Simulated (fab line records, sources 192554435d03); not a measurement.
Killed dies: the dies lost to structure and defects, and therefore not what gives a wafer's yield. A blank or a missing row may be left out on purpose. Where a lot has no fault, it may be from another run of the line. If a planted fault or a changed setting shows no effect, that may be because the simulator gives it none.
Lot-split experiment :: flow n5-finfet :: 7 lots, 21 wafers read, on a route of 1938 steps

THE SPLIT ITSELF
At N5_MOL_CONTACT_COAG_CVD_140 (deposits W, target thk 66.5 nm, time 215 s), the setting target-thk-a was moved away from the recipe's 665 angstrom on 11 of the 21 wafers read, by -9.2% to +9.7%. This setting was run at the recipe's value on the other wafers.

The reading comes from the split's own step.

THE READING
W_of_MOL_CONTACT_COAG_CVD_140.thk-nm (the simulator's own value, which no gauge read), in nm, at N5_MOL_CONTACT_COAG_CVD_140 (deposits W, target thk 66.5 nm, time 215 s). There is no usual value for it anywhere in the file. The 10 wafers here that ran the recipe average 66.7 nm, standard deviation 0.55 nm.

wafer: L077.2
tool, chamber at the split: cvd-w-02, 1
target-thk-a as run, angstrom: 665
against the recipe: recipe
W_of_MOL_CONTACT_COAG_CVD_140.thk-nm, nm: 67
against lot-mates on the recipe: -

wafer: L077.3
tool, chamber at the split: cvd-w-02, 0
target-thk-a as run, angstrom: 703.4
against the recipe: +5.8%
W_of_MOL_CONTACT_COAG_CVD_140.thk-nm, nm: 69.8
against lot-mates on the recipe: +2.8

wafer: L077.5
tool, chamber at the split: cvd-w-02, 0
target-thk-a as run, angstrom: 703.4
against the recipe: +5.8%
W_of_MOL_CONTACT_COAG_CVD_140.thk-nm, nm: 70.4
against lot-mates on the recipe: +3.4

wafer: L083.1
tool, chamber at the split: cvd-w-02, 1
target-thk-a as run, angstrom: 607.3
against the recipe: -8.7%
W_of_MOL_CONTACT_COAG_CVD_140.thk-nm, nm: 61.8
against lot-mates on the recipe: -5.8

wafer: L083.4
tool, chamber at the split: cvd-w-02, 1
target-thk-a as run, angstrom: 665
against the recipe: recipe
W_of_MOL_CONTACT_COAG_CVD_140.thk-nm, nm: 67.6
against lot-mates on the recipe: -

wafer: L083.5
tool, chamber at the split: cvd-w-02, 1
target-thk-a as run, angstrom: 607.3
against the recipe: -8.7%
W_of_MOL_CONTACT_COAG_CVD_140.thk-nm, nm: 62
against lot-mates on the recipe: -5.6

wafer: L085.1
tool, chamber at the split: cvd-w-02, 1
target-thk-a as run, angstrom: 665
against the recipe: recipe
W_of_MOL_CONTACT_COAG_CVD_140.thk-nm, nm: 67.4
against lot-mates on the recipe: -

wafer: L085.2
tool, chamber at the split: cvd-w-02, 0
target-thk-a as run, angstrom: 665
against the recipe: recipe
W_of_MOL_CONTACT_COAG_CVD_140.thk-nm, nm: 67.2
against lot-mates on the recipe: -

wafer: L085.4
tool, chamber at the split: cvd-w-02, 0
target-thk-a as run, angstrom: 665
against the recipe: recipe
W_of_MOL_CONTACT_COAG_CVD_140.thk-nm, nm: 67
against lot-mates on the recipe: -

wafer: L086.3
tool, chamber at the split: cvd-w-01, 1
target-thk-a as run, angstrom: 641.6
against the recipe: -3.5%
W_of_MOL_CONTACT_COAG_CVD_140.thk-nm, nm: 64
against lot-mates on the recipe: no lot-mate on the recipe

wafer: L086.4
tool, chamber at the split: cvd-w-01, 0
target-thk-a as run, angstrom: 641.6
against the recipe: -3.5%
W_of_MOL_CONTACT_COAG_CVD_140.thk-nm, nm: 64.4
against lot-mates on the recipe: no lot-mate on the recipe

wafer: L086.6
tool, chamber at the split: cvd-w-01, 1
target-thk-a as run, angstrom: 641.6
against the recipe: -3.5%
W_of_MOL_CONTACT_COAG_CVD_140.thk-nm, nm: 64.2
against lot-mates on the recipe: no lot-mate on the recipe

wafer: L089.1
tool, chamber at the split: cvd-w-01, 1,0
target-thk-a as run, angstrom: 665
against the recipe: recipe
W_of_MOL_CONTACT_COAG_CVD_140.thk-nm, nm: 66.2
against lot-mates on the recipe: -

wafer: L089.5
tool, chamber at the split: cvd-w-01, 1,0
target-thk-a as run, angstrom: 665
against the recipe: recipe
W_of_MOL_CONTACT_COAG_CVD_140.thk-nm, nm: 66.2
against lot-mates on the recipe: -

wafer: L089.6
tool, chamber at the split: cvd-w-01, 1
target-thk-a as run, angstrom: 665
against the recipe: recipe
W_of_MOL_CONTACT_COAG_CVD_140.thk-nm, nm: 66
against lot-mates on the recipe: -

wafer: L094.2
tool, chamber at the split: cvd-w-02, 0
target-thk-a as run, angstrom: 729.4
against the recipe: +9.7%
W_of_MOL_CONTACT_COAG_CVD_140.thk-nm, nm: 72.8
against lot-mates on the recipe: +6.4

wafer: L094.3
tool, chamber at the split: cvd-w-02, 1
target-thk-a as run, angstrom: 729.4
against the recipe: +9.7%
W_of_MOL_CONTACT_COAG_CVD_140.thk-nm, nm: 74.4
against lot-mates on the recipe: +8.0

wafer: L094.4
tool, chamber at the split: cvd-w-02, 0
target-thk-a as run, angstrom: 665
against the recipe: recipe
W_of_MOL_CONTACT_COAG_CVD_140.thk-nm, nm: 66.4
against lot-mates on the recipe: -

wafer: L095.1
tool, chamber at the split: cvd-w-01, 1
target-thk-a as run, angstrom: 603.6
against the recipe: -9.2%
W_of_MOL_CONTACT_COAG_CVD_140.thk-nm, nm: 60.4
against lot-mates on the recipe: -5.8

wafer: L095.2
tool, chamber at the split: cvd-w-01, 0
target-thk-a as run, angstrom: 603.6
against the recipe: -9.2%
W_of_MOL_CONTACT_COAG_CVD_140.thk-nm, nm: 60.2
against lot-mates on the recipe: -6.0

wafer: L095.6
tool, chamber at the split: cvd-w-01, 0
target-thk-a as run, angstrom: 665
against the recipe: recipe
W_of_MOL_CONTACT_COAG_CVD_140.thk-nm, nm: 66.2
against lot-mates on the recipe: -
Rows listing several chambers each stand for several wafers; the file does not say which wafer went through which chamber.

FIT RESULTS
A straight line over all 21 wafers: W_of_MOL_CONTACT_COAG_CVD_140.thk-nm changes by +0.656 nm for each +1% of target-thk-a; r = +0.99; the points scatter about the line by 0.63 nm.
The same after taking each lot's own level away (the mean of its wafers on the recipe; 18 wafers): +0.666 nm for each +1%; r = +0.99; scatter 0.5 nm.
That fit puts the effect of the largest move of target-thk-a on the reading at 6.5 nm.
From 66.13 to 67.60 nm: that is the span of the lots' own levels, equal to 2.7 times the standard deviation above.
Hence the lot-to-lot level has little effect on the slope; both slopes agree.
Check: for one of the wafers moved furthest among these (+9.7%), held out of the fit, the line's prediction against its lot-mates is +6.52 nm. It came out at +6.4 nm against them.

THESE WAFERS: OTHER SPLITS
These wafers also went through other splits before the reading. Each is held against what the fit with the lots' levels taken away leaves over:
other split on the same wafers: N5_MOL_CONTACT_COAG_ETCHBACK_136 target-depth-a
wafers away from the commonest value: 6
r with W_of_MOL_CONTACT_COAG_CVD_140.thk-nm (lot level and that fit taken away): -0.22

THE FILE'S OWN FIT
W_of_MOL_CONTACT_COAG_CVD_140.thk-nm changes by +0.666 nm for each +1% of target-thk-a, r = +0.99.
